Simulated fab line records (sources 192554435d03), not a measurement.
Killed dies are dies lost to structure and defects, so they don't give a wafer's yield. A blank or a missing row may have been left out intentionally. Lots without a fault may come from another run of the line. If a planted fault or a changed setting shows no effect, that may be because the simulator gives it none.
fab line records | flow n5Finfet
record: lots: 5 | wafers: 12 | lastDay: 16
route steps=1938 shown BEOL_M8@1377 BEOL_M9@1401 BEOL_M15@1830 PASSIVATION@1936
lots that met no fault: from a run of the same line without faults
startH: start of the lot's first displayed wafer, in hours after the record's first day | waitH: how many hours have passed since the lot's step before this one | " unchanged from the row above | L1.1+2: several wafers, shown together as one row | - no value, or no start was given | * or withheld: withheld | < > ~ a bound
route shown NAME@n: a module of which the file shows steps, and the number in the route of the first | usual: the fault-free wafers' mean and standard deviation | same: alike in all rows | chamber/n: place in a boat | sites: readings site by site | _std_site: standard deviation across them | _edge_site: the outer-site mean with the inner-site mean subtracted | radiusMm: for every site, how far away it sits from the centre of the wafer | mask NAME#n: copy n | behind: the last tool/chamber to shape the wafer | hold: cause of the lot's hold/its duration in hours/its outcome | device: transistor that didn't switch, given as n, p or np | end of line: the same wafers' tests at the end of the route | a step given without rows: its recipe and nothing more | killed: the dies lost at the first sort to structure and to defects; this is not the yield of the wafer | map: the dies of a wafer, with x for killed, . for not killed, _ for no die there
set.NAME: the setting that was run; set.NAME@STEP: the one run at that earlier step | model.NAME: the simulator's own value behind a step, which no gauge read
lots seen at some steps along the route; tables by step, rows by wafer
services: from which hour (startH, from the record's first day; less than 0 if before it) a tool's chamber was out of use, for how many hours, and why
== steps ==
step: N5_BEOL_M8_TRENCH_ETCH_37
recipe: chemistry: C4F6/O2 | targetDepthA: 934.78 | target: SiCOH_lowk | timeS: 31.2 | ionEnergyEv: 250 | pressureMtorr: 30 | sourceW: 345 | biasW: 185 | Ar_flow_sccm: 300 | C4F6_flow_sccm: 10 | O2_flow_sccm: 10
step: N5_BEOL_M8_ETCH_41
recipe: chemistry: CH3F/O2 | target: SiCN | targetDepthA: 319 | taperDeg: 2 | timeS: 57.8 | ionEnergyEv: 120 | maskMaterial: TiN | pressureMtorr: 30 | sourceW: 395 | biasW: 75 | Ar_flow_sccm: 150 | CH3F_flow_sccm: 30 | O2_flow_sccm: 20
step: N5_BEOL_M8_STRIP_80
recipe: chemistry: N2/H2 | timeS: 10 | powerW: 450 | tempC: 40 | pressureMtorr: 20 | rfFrequencyHz: 6e+07 | biasPowerW: 7 | n2FlowSccm: 200 | h2FlowSccm: 200
step: N5_BEOL_M8_HM_STRIP_39
recipe: chemistry: peroxideTinStrip | material: TiN | targetDepthA: 250 | tempC: 50 | timeS: 158
step: N5_BEOL_M8_SRD_40
recipe: timeS: 30 | tempC: 23 | rinseLiquid: diw | dry: ipaMarangoni
step: N5_BEOL_M8_PRECLEAN_42
recipe: chemistry: residueRemover | timeS: 60 | tempC: 40
step: N5_BEOL_M8_SRD_43
recipe: timeS: 30 | tempC: 23 | rinseLiquid: diw | dry: ipaMarangoni
step: N5_BEOL_M8_CURE_75
recipe: tempC: 370 | timeS: 120 | ambient: DMADMS/He | material: SiCOH_lowk
step: N5_BEOL_M8_DEGAS_44
recipe: ambient: vacuum | tempC: 250 | timeS: 60
step: N5_BEOL_M8_PRE_CLEAN_45
recipe: gas: H2/He | timeS: 30 | tempC: 250
step: N5_BEOL_M8_ALD_77
recipe: material: TaN | targetThkA: 20 | tempC: 275 | aldPrecursorFamily: PDMAT | aldCoReactant: NH3 | pressureTorr: 3 | carrierFlowSccm: 1500 | pulseTimeS: 2 | purgeTimeS: 3 | coReactantPurgeTimeS: 2 | coReactantPulseTimeS: 3 | aldCycles: 40 | precursorVesselTempC: 75 | precursorVesselPressureTorr: 26.25 | precursorVesselCarrierSccm: 1000
usual: aldCycles: 40/0 | heaterPowerW: 415/43 | susceptorTempC: 275.01/0.19
lot.wafer | tool        | chamber | startH | waitH | aldCycles | heaterPowerW | susceptorTempC | model.TaN_of_BEOL_M8_ALD_77.thkNm
L672.1    | aldMetal-02 | 0       | 253.53 | 0.2   | 40        | 400          | 274.99         | 2
L672.4    | "           | 1       | "      | "     | 40        | 392          | 275.34         | 2
L672.5    | "           | 0       | "      | "     | 40        | 410          | 274.89         | 2
L675.2    | aldMetal-02 | 1       | 275.67 | 0.0   | 40        | 389          | 274.94         | 2
L675.3    | "           | 0       | "      | "     | 77        | 402          | 275.24         | 3.8
L676.2    | aldMetal-02 | 0       | 280.01 | 0.1   | 40        | 416          | 275.25         | 2
L676.6    | "           | 2       | "      | "     | 77        | 458          | 274.79         | 3.8
L680.3    | aldMetal-02 | 3       | 285.97 | 0.1   | 77        | 359          | 274.78         | 3.8
L680.6    | "           | 0       | "      | "     | 77        | 402          | 275.27         | 3.8
L683.1    | aldMetal-04 | 0       | 320.02 | 0.0   | 40        | 477          | 275.00         | 2
L683.2    | "           | 3       | "      | "     | 40        | 452          | 275.01         | 2
L683.4    | "           | 2       | "      | "     | 40        | 337          | 274.82         | 2
step: N5_BEOL_M8_SURFACE_TREAT_79
recipe: gas: Ar | timeS: * | ionEnergyEv: * | ionCurrentMaCm2: 0.5 | pressureMtorr: * | arFlowSccm: 30
step: N5_BEOL_M8_CVD_78
recipe: material: Co | targetThkA: 20 | tempC: withheld | precursor: CCTBA/H2 | pressureTorr: 30 | timeS: 142.3
step: N5_BEOL_M8_SPUTTER_48
recipe: material: Cu | targetThkA: 100 | tempC: -20 | biasV: 60 | powerW: 26000 | chamberPressurePa: 0.13 | timeS: 1.667
step: N5_BEOL_M8_ECD_50
recipe: material: Cu | targetThkA: 3000
step: N5_BEOL_M8_ANNEAL_51
recipe: tempC: 225 | timeS: 90 | ambient: N2
step: N5_BEOL_M8_CMP_52
recipe: stopOn: SiCOH_lowk | tOverpolishS: 6.9 | downForcePsi: 1 | platenRpm: 50 | clearingPlatenDownForcePsi: 1.5 | clearingPlatenRpm: 50 | postCmpClean: cuAlkaline | targetThkNm: 80 | clearingPlatenPadVelocityMS: 0.99484 | padVelocityMS: 0.99484
usual: barrierFieldEndpointS: 29.2/0.7 | motorCurrentA: 5.8/0.65 | platenRpm: 50.00/0.033
lot.wafer | tool   | chamber | startH | waitH | barrierFieldEndpointS | motorCurrentA | platenRpm
L672.4    | cmp-03 | 3       | 255.25 | 0.2   | 28.8                  | 5.5           | 50.02
L672.1    | "      | 1       | "      | "     | 29.0                  | 5.5           | 50.06
L672.5    | "      | 2       | "      | "     | 29.6                  | 5.5           | 50.05
L675.2    | cmp-03 | 0       | 277.63 | 0.3   | 29.8                  | 7.0           | 50.01
L675.3    | "      | 2       | "      | "     | 31.5                  | 5.6           | 50.03
L676.2    | cmp-02 | 3       | 281.62 | 0.2   | 29.5                  | 5.1           | 49.97
L676.6    | "      | 3       | "      | "     | 32.2                  | 5.4           | 49.98
L680.3    | cmp-03 | 1       | 287.17 | 0.2   | 32.0                  | 5.2           | 50.04
L680.6    | "      | 1       | "      | "     | 31.7                  | 5.2           | 49.98
L683.4    | cmp-03 | 2       | 321.33 | 0.2   | 28.8                  | 5.4           | 49.98
L683.1    | "      | 3       | "      | "     | 27.5                  | 5.4           | 50.02
L683.2    | "      | 0       | "      | "     | 29.7                  | 6.8           | 49.99
step: N5_BEOL_M8_PRE_CLEAN_55
recipe: gas: NH3 | timeS: 15 | tempC: withheld | rfPowerW: 300
step: N5_BEOL_M8_DEP_56
recipe: material: SiCN | targetThkA: 100 | tempC: withheld | precursor: 3MS/NH3 | pressureTorr: 3 | rfW: 202 | timeS: 17.5
step: N5_BEOL_M9_ILD_DEP_00
recipe: material: SiCOH_lowk | targetThkA: 3085.1 | tempC: 300 | precursor: DEMS/porogen | pressureTorr: 5 | rfW: 500 | timeS: 58
step: N5_BEOL_M9_CURE_71
recipe: tempC: 385 | timeS: 240 | ambient: He/Ar | material: SiCOH_lowk
step: N5_BEOL_M9_PECVD_70
recipe: material: SiO2 | targetThkA: 200 | tempC: 400 | precursor: TEOS/O2 | pressureTorr: 5.5 | rfW: 450 | teosFlowSccm: 53.8 | gas: O2 | flowSccm: 3000 | timeS: 22.7
step: N5_BEOL_M9_HM_DEP_02
recipe: material: TiN | targetThkA: 200 | tempC: 25 | chamberPressurePa: 0.49996
step: N5_BEOL_M9_COAT_59
recipe: resist: SOC | tempC: 250 | timeS: 60 | spinRpm: 1500 | resistThkNm: 100
step: N5_BEOL_M9_COAT_60
recipe: resist: SiARC | tempC: 220 | timeS: 60 | spinRpm: 1500 | resistThkNm: 30
step: N5_BEOL_M9_COAT_05
recipe: resist: CAR-ArF | spinRpm: 1500 | resistThkNm: 90
step: N5_BEOL_M9_EBR_07
recipe: solvent: PGMEA | ebrWidthMm: 1.5
step: N5_BEOL_M9_SOFTBAKE_06
recipe: tempC: 110 | timeS: 60 | resist: CAR-ArF
step: N5_BEOL_M9_EXPOSE_08
recipe: maskId: M9 | na: 1.35 | sourceShape: dipole | sigmaInner: 0.411 | sigmaOuter: 0.611 | polarization: te | doseMj: 53.75
step: N5_BEOL_M9_PEB_09
recipe: pebTempC: withheld | pebTimeS: 60 | resist: CAR-ArF
step: N5_BEOL_M9_DEVELOP_10
recipe: developTimeS: 30 | developer: TMAH | resist: CAR-ArF | rinseLiquid: diw | dry: airSpin | devTempC: 23
step: N5_BEOL_M9_DESCUM_16
recipe: chemistry: O2 | timeS: 7.9 | sourcePowerW: 50 | biasPowerW: 20 | pressureMtorr: 20 | rfFrequencyHz: 2.712e+07 | tempC: 40 | resist: CAR-ArF | o2FlowSccm: 225
step: N5_BEOL_M9_ETCH_61
recipe: chemistry: CF4 | target: SiARC | targetDepthA: 390 | maskMaterial: CAR-ArF | timeS: 65 | ionEnergyEv: 80 | pressureMtorr: 40 | sourceW: 545 | biasW: 36 | Ar_flow_sccm: 100 | cf4FlowSccm: 100 | ends: cleared
step: N5_BEOL_M15_RC_MEAS_101
usual: COMB_M10: 1.58e-11/2.6e-12 | COMB_M11: 1.48e-11/2.9e-12 | COMB_M12: 7e-12/1.5e-12 | COMB_M13: 5.5e-12/1.2e-12 | COMB_M14: 4.3e-12/9.2e-13 | COMB_M15: 3.2e-12/6.1e-13 | COMB_M5: 3.8e-11/8.2e-12 | COMB_M6: 2.6e-11/5.4e-12 | COMB_M7: 2.6e-11/4.9e-12 | COMB_M8: 2.6e-11/5.3e-12 | COMB_M9: 1.47e-11/2.8e-12 | SERP_M10: 3.03/0.07 | SERP_M11: 3.08/0.072 | SERP_M12: 0.636/0.014 | SERP_M13: 0.312/0.0054 | SERP_M14: 0.161/0.0035 | SERP_M5: 39.4/1.4 | SERP_M6: 13.8/0.53 | SERP_M7: 13.9/0.58 | SERP_M8: 13.8/0.52 | SERP_M8_max_site: 14.3/0.56 | SERP_M9: 3.08/0.077
lot.wafer | tool      | chamber | startH | waitH | COMB_M10[S/m] | COMB_M11[S/m] | COMB_M12[S/m] | COMB_M13[S/m] | COMB_M14[S/m] | COMB_M15[S/m] | COMB_M5[S/m] | COMB_M6[S/m] | COMB_M7[S/m] | COMB_M8[S/m] | COMB_M9[S/m] | SERP_M10[ohm/um] | SERP_M11[ohm/um] | SERP_M12[ohm/um] | SERP_M13[ohm/um] | SERP_M14[ohm/um] | SERP_M5[ohm/um] | SERP_M6[ohm/um] | SERP_M7[ohm/um] | SERP_M8[ohm/um] | SERP_M8_max_site[ohm/um] | SERP_M9[ohm/um]
L672.1    | prober-01 | 0       | 310.67 | 0.0   | 1.57e-11      | 1.41e-11      | 5.6e-12       | 5.9e-12       | 3e-12         | 2.2e-12       | 2e-11        | 2e-11        | 3.3e-11      | 2.5e-11      | 1.56e-11     | 3.04             | 3.09             | 0.635            | 0.314            | 0.161            | 39.0            | 13.4            | 15.1            | 14.2            | 14.8                     | 3.02
L672.4    | "         | 0       | "      | "     | 1.88e-11      | 1.43e-11      | 4.8e-12       | 6e-12         | 4.3e-12       | 2.9e-12       | 3.5e-11      | 2.4e-11      | 2.2e-11      | 3.2e-11      | 7.7e-12      | 3.03             | 3.10             | 0.630            | 0.313            | 0.163            | 41.1            | 13.4            | 14.9            | 14.0            | 14.7                     | 3.02
L672.5    | "         | 0       | "      | "     | 1.29e-11      | 1.25e-11      | 6.1e-12       | 4.6e-12       | 2.5e-12       | 2.8e-12       | 4e-11        | 2.1e-11      | 2.2e-11      | 2.7e-11      | 1.29e-11     | 3.02             | 3.07             | 0.655            | 0.318            | 0.160            | 37.8            | 13.7            | 14.3            | 14.2            | 14.7                     | 3.05
L675.2    | prober-01 | 0       | 330.61 | 0.2   | 2.07e-11      | 1.84e-11      | 6e-12         | 6e-12         | 3e-12         | 3.1e-12       | 4.2e-11      | 2.7e-11      | 2.8e-11      | 2.8e-11      | 8.9e-12      | 2.95             | 3.04             | 0.621            | 0.313            | 0.161            | 41.0            | 13.7            | 14.7            | 13.3            | 14.1                     | 3.12
L675.3    | "         | 0       | "      | "     | 1.92e-11      | 1.76e-11      | 5.9e-12       | 5.1e-12       | 2.7e-12       | 2.8e-12       | 3.7e-11      | 2.8e-11      | 2.8e-11      | 2e-11        | 1.23e-11     | 2.96             | 3.22             | 0.652            | 0.312            | 0.157            | 41.3            | 14.1            | 14.4            | 17.9            | 18.5                     | 3.02
L676.2    | prober-02 | 0       | 330.92 | 0.2   | 1.16e-11      | 1.16e-11      | 7.1e-12       | 6.1e-12       | 3.7e-12       | 3.2e-12       | 2.9e-11      | 3.3e-11      | 2.7e-11      | 3.3e-11      | 1.88e-11     | 3.17             | 3.09             | 0.617            | 0.310            | 0.164            | 39.6            | 14.0            | 14.6            | 13.9            | 14.6                     | 3.03
L676.6    | "         | 0       | "      | "     | 1.36e-11      | 1.49e-11      | 9.8e-12       | 5.4e-12       | 5.2e-12       | 4e-12         | 4.6e-11      | 3.1e-11      | 2.5e-11      | 3.5e-11      | 1.5e-11      | 2.95             | 3.11             | 0.607            | 0.313            | 0.157            | 38.6            | 14.4            | 13.7            | 17.4            | 17.7                     | 3.09
L680.3    | prober-01 | 0       | 343.11 | 0.3   | 1.05e-11      | 1.16e-11      | 4.3e-12       | 5.1e-12       | 3.1e-12       | 3e-12         | 5.7e-11      | 2.1e-11      | 2.2e-11      | 3.5e-11      | 1.62e-11     | 3.16             | 2.98             | 0.633            | 0.309            | 0.164            | 41.9            | 14.6            | 14.4            | 15.7            | 16.4                     | 3.13
L680.6    | "         | 0       | "      | "     | 1.48e-11      | 1.61e-11      | 5e-12         | 4.1e-12       | 3.4e-12       | 2.7e-12       | 5e-11        | 2.3e-11      | 1.7e-11      | 3.1e-11      | 1.3e-11      | 3.07             | 3.09             | 0.631            | 0.297            | 0.160            | 38.2            | 13.6            | 14.1            | 16.5            | 17.2                     | 3.06
L683.1    | prober-02 | 0       | 376.23 | 0.7   | 1.16e-11      | 1.17e-11      | 9.8e-12       | 6.6e-12       | 5.1e-12       | 4.3e-12       | 4.6e-11      | 2.4e-11      | 2.2e-11      | 2e-11        | 1.4e-11      | 3.06             | 3.04             | 0.645            | 0.314            | 0.154            | 39.2            | 14.6            | 13.6            | 13.5            | 14.2                     | 2.98
L683.2    | "         | 0       | "      | "     | 1.34e-11      | 1.05e-11      | 8.2e-12       | 8.9e-12       | 5e-12         | 4.3e-12       | 4.3e-11      | 2.2e-11      | 2.9e-11      | 2.4e-11      | 1.38e-11     | 3.04             | 3.02             | 0.650            | 0.308            | 0.163            | 38.3            | 13.5            | 13.2            | 13.0            | 14.4                     | 3.03
L683.4    | "         | 0       | "      | "     | 1.79e-11      | 1.53e-11      | 9.8e-12       | 8.2e-12       | 5.8e-12       | 4.8e-12       | 2.7e-11      | 1.9e-11      | 3.2e-11      | 3.2e-11      | 1.55e-11     | 3.01             | 3.06             | 0.649            | 0.317            | 0.163            | 37.8            | 13.8            | 13.4            | 13.0            | 13.6                     | 3.08
sites SERP_M8 radiusMm=0,75,75,75,75,140,140,140,140
L672.1 14.8 14.3 14.4 14.6 14.2 14.0 14.1 14.2 14.2
L675.2 12.5 12.8 12.7 13.1 13.3 13.7 13.9 13.5 14.1
L676.2 13.4 14.5 13.6 13.9 13.9 14.3 13.9 14.5 14.6
L680.3 15.4 15.2 15.0 15.3 16.2 16.3 15.7 16.2 16.4
L683.1 13.1 13.5 13.3 13.5 13.3 13.5 13.7 13.5 14.2
step: N5_PASSIVATION_PROBE_49
usual: defectLimitedYield: 91.2/1.4 | killed_at_M0_to_M3: 35/11 | killed_at_M4_up: 14/5.6 | killedAtContacts: 12/5.6 | killedAtFrontEnd: 38/11 | killedAtOther: 4/3.4 | killedDies: 103/17 | killedOpen: 68/12 | killedShort: 33/8.8 | sort_bin_5_function: 5.1/0.89 | sort_bin_6_memory: 3.3/0.71 | sort_bin_8_speed: 0/0 | sortNPass: 1077/17 | sortYieldPct: 91.2/1.4
same: grossDies: 1180 | killedAtBackSide: 0 | sort_bin_4_leakage[%]: 0
lot.wafer | tool      | chamber | startH | waitH | defectLimitedYield[%] | killed_at_M0_to_M3 | killed_at_M4_up | killedAtContacts | killedAtFrontEnd | killedAtOther | killedDies | killedOpen | killedShort | sort_bin_5_function[%] | sort_bin_6_memory[%] | sort_bin_8_speed[%] | sortNPass | sortYieldPct[%]
L672.1    | prober-02 | -       | 325.54 | 0.0   | 92.2                  | 25                 | 19              | 4                | 39               | 5             | 92         | 56         | 30          | 4.2                    | 3.3                  | 0                   | 1088      | 92.2
L672.4    | prober-02 | -       | 325.69 | 0.2   | 86.8                  | 85                 | 16              | 11               | 39               | 5             | 156        | 102        | 53          | 7.6                    | 5.2                  | 0                   | 1024      | 86.8
L672.5    | prober-02 | -       | 325.74 | 0.2   | 92.6                  | 23                 | 15              | 7                | 38               | 4             | 87         | 54         | 31          | 4.4                    | 2.7                  | 0                   | 1093      | 92.6
L675.2    | prober-02 | -       | 347.06 | 0.1   | 92.3                  | 31                 | 9               | 3                | 39               | 9             | 91         | 58         | 33          | 3.8                    | 3.6                  | 0                   | 1089      | 92.3
L675.3    | prober-02 | -       | 347.11 | 0.1   | 90.9                  | 23                 | 11              | 14               | 51               | 8             | 107        | 60         | 46          | 4.9                    | 3.6                  | 0.08                | 1073      | 90.9
L676.2    | prober-01 | -       | 352.66 | 0.1   | 91.0                  | 54                 | 4               | 13               | 30               | 5             | 106        | 66         | 40          | 4.4                    | 4.2                  | 0                   | 1074      | 91.0
L676.6    | prober-01 | -       | 352.86 | 0.3   | 90.5                  | 40                 | 9               | 12               | 47               | 4             | 112        | 72         | 39          | 5.9                    | 3.3                  | 0                   | 1068      | 90.5
L680.3    | prober-01 | -       | 358.67 | 0.1   | 90.8                  | 31                 | 12              | 9                | 53               | 3             | 108        | 79         | 28          | 5.7                    | 3.1                  | 0                   | 1072      | 90.8
L680.6    | prober-01 | -       | 358.82 | 0.3   | 88.8                  | 27                 | 17              | 3                | 85               | 0             | 132        | 91         | 35          | 6.2                    | 4.6                  | 0                   | 1048      | 88.8
L683.1    | prober-01 | -       | 395.17 | 0.7   | 92.6                  | 31                 | 16              | 12               | 28               | 0             | 87         | 62         | 23          | 3.6                    | 3.1                  | 0                   | 1093      | 92.6
L683.2    | prober-01 | -       | 395.22 | 0.8   | 90.0                  | 40                 | 21              | 10               | 46               | 1             | 118        | 82         | 36          | 5.2                    | 4.7                  | 0                   | 1062      | 90.0
L683.4    | prober-01 | -       | 395.32 | 0.9   | 91.7                  | 38                 | 18              | 8                | 34               | 0             | 98         | 67         | 30          | 4.6                    | 3.4                  | 0                   | 1082      | 91.7
killed by level:class
L672.1 BEOL_M3:geometricParticle:open=10 FIN_SAQP:geometricParticle:short=9 GATE_CUT:geometricParticle:open=6 BEOL_M2:geometricParticle:open=6 BEOL_M4:geometricParticle:open=6 BEOL_M5:geometricParticle:open=4 DUMMY_GATE:geometricParticle:open=3 SPACER0:geometricParticle:short=3
L672.4 BEOL_M2:geometricParticle:open=27 BEOL_M0_SAQP:geometricParticle:open=16 BEOL_M0_SAQP:geometricParticle:short=14 FIN_SAQP:geometricParticle:short=12 MOL_CONTACT_COAG:geometricParticle:open=9 BEOL_M1:geometricParticle:open=9 STI_FIN_REVEAL:geometricParticle:open=6 BEOL_M2:geometricParticle:short=6
L672.5 GATE_CUT:geometricParticle:short=8 BEOL_M0_SAQP:geometricParticle:short=8 GATE_CUT:geometricParticle:open=7 MOL_CONTACT_COAG:geometricParticle:open=6 FIN_SAQP:geometricParticle:open=5 BEOL_M2:geometricParticle:open=5 BEOL_M0_SAQP:geometricParticle:open=4 BEOL_M4:geometricParticle:open=4
L675.2 FIN_SAQP:geometricParticle:short=9 STI_FIN_REVEAL:geometricParticle:open=8 BEOL_M3:geometricParticle:open=8 FIN_SAQP:geometricParticle:open=7 BEOL_M3:geometricParticle:short=6 BEOL_M0_SAQP:geometricParticle:open=4 DUMMY_GATE:geometricParticle:open=4 BEOL_M1:geometricParticle:open=4
L675.3 FIN_SAQP:geometricParticle:short=16 FIN_SAQP:geometricParticle:open=13 MOL_CONTACT_COAG:geometricParticle:open=11 BEOL_M3:geometricParticle:open=6 STI_FIN_REVEAL:geometricParticle:open=6 BEOL_M1:geometricParticle:open=5 BEOL_M3:geometricParticle:short=5 DUMMY_GATE:geometricParticle:open=4
L676.2 BEOL_M2:geometricParticle:open=11 BEOL_M1:geometricParticle:open=10 BEOL_M0_SAQP:geometricParticle:open=10 MOL_CONTACT_COAG:geometricParticle:open=8 FIN_SAQP:geometricParticle:open=7 BEOL_M0_SAQP:geometricParticle:short=7 FIN_SAQP:geometricParticle:short=5 MOL_CONTACT_COAG:geometricParticle:short=5
L676.6 FIN_SAQP:geometricParticle:open=16 BEOL_M0_SAQP:geometricParticle:short=13 MOL_CONTACT_COAG:geometricParticle:open=11 FIN_SAQP:geometricParticle:short=8 BEOL_M0_SAQP:geometricParticle:open=8 BEOL_M1:geometricParticle:open=5 STARTING-WAFER:geometricParticle:open=5 BEOL_M2:geometricParticle:open=4
L680.3 STI_FIN_REVEAL:geometricParticle:open=31 BEOL_M3:geometricParticle:open=11 MOL_CONTACT_COAG:geometricParticle:open=6 BEOL_M1:geometricParticle:open=6 BEOL_M6:geometricParticle:open=6 STI_FIN_REVEAL:geometricParticle:short=5 BEOL_M0_SAQP:geometricParticle:open=5 STARTING-WAFER:geometricParticle:short=5
L680.6 STI_FIN_REVEAL:geometricParticle:open=41 STI_FIN_REVEAL:geometricParticle:short=13 BEOL_M4:geometricParticle:open=11 FIN_SAQP:geometricParticle:open=6 BEOL_M3:geometricParticle:open=6 BEOL_M0_SAQP:geometricParticle:short=5 BEOL_M2:geometricParticle:open=5 BEOL_M0_SAQP:geometricParticle:open=4
L683.1 MOL_CONTACT_COAG:geometricParticle:open=10 BEOL_M3:geometricParticle:open=10 BEOL_M4:geometricParticle:open=8 STI_FIN_REVEAL:geometricParticle:open=6 BEOL_M0_SAQP:geometricParticle:short=5 BEOL_M0:geometricParticle:open=5 FIN_SAQP:geometricParticle:open=4 FIN_SAQP:geometricParticle:short=4
L683.2 BEOL_M3:geometricParticle:open=14 STI_FIN_REVEAL:geometricParticle:open=13 BEOL_M4:geometricParticle:open=11 BEOL_M0_SAQP:geometricParticle:short=9 MOL_CONTACT_COAG:geometricParticle:open=7 BEOL_M1:geometricParticle:open=7 FIN_SAQP:geometricParticle:short=5 STI_FIN_REVEAL:geometricParticle:short=5
L683.4 BEOL_M1:geometricParticle:open=11 BEOL_M4:geometricParticle:open=9 STI_FIN_REVEAL:geometricParticle:open=7 GATE_CUT:geometricParticle:short=7 MOL_CONTACT_COAG:geometricParticle:open=7 BEOL_M0_SAQP:geometricParticle:open=6 FIN_SAQP:geometricParticle:open=5 BEOL_M0_SAQP:geometricParticle:short=5
== services ==
tool        | chamber | startH | hours | kind
aldMetal-04 | 0       | 239.27 | -     | calibration
cmp-03      | -       | 240.84 | 7.0   | pm
aldMetal-02 | 3       | 255.11 | 24.7  | repair
cmp-03      | -       | 279.49 | 4.0   | pm
cmp-03      | -       | 283.49 | -     | consumableReplace:conditioner
cmp-03      | -       | 283.49 | -     | consumableReplace:pad
== key ==
firstSign: step: N5_BEOL_M8_ALD_77 | reading: aldCycles | direction: up | sigmas: 99+ | usual: * | struck: *
effect: step: N5_BEOL_M8_CMP_52 | reading: barrierFieldEndpointS | direction: up | sigmas: 3.8 | usual: 29.2 | struck: 31.8
effect: step: N5_BEOL_M15_RC_MEAS_101 | reading: SERP_M8 | direction: up | sigmas: 6 | usual: 13.8 | struck: 16.9
modelEffect: step: N5_BEOL_M8_ALD_77 | value: TaN_of_BEOL_M8_ALD_77.thkNm | without: 2 | struck: 3.8
metAt N5_BEOL_M8_ALD_77
struckWafers L675.3,L676.6,L680.3,L680.6
onsetBetween 253.53 275.67
fault: kind: processParameterDrift | tool: aldMetal-02 | chamber: - | onsetH: 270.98 | steps: N5_BEOL_M8_ALD_77 | channel: aldCycles | offset: * | shape: step | endH: 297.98 | scope: struckWafersOnly | actsIn: * | stated: *
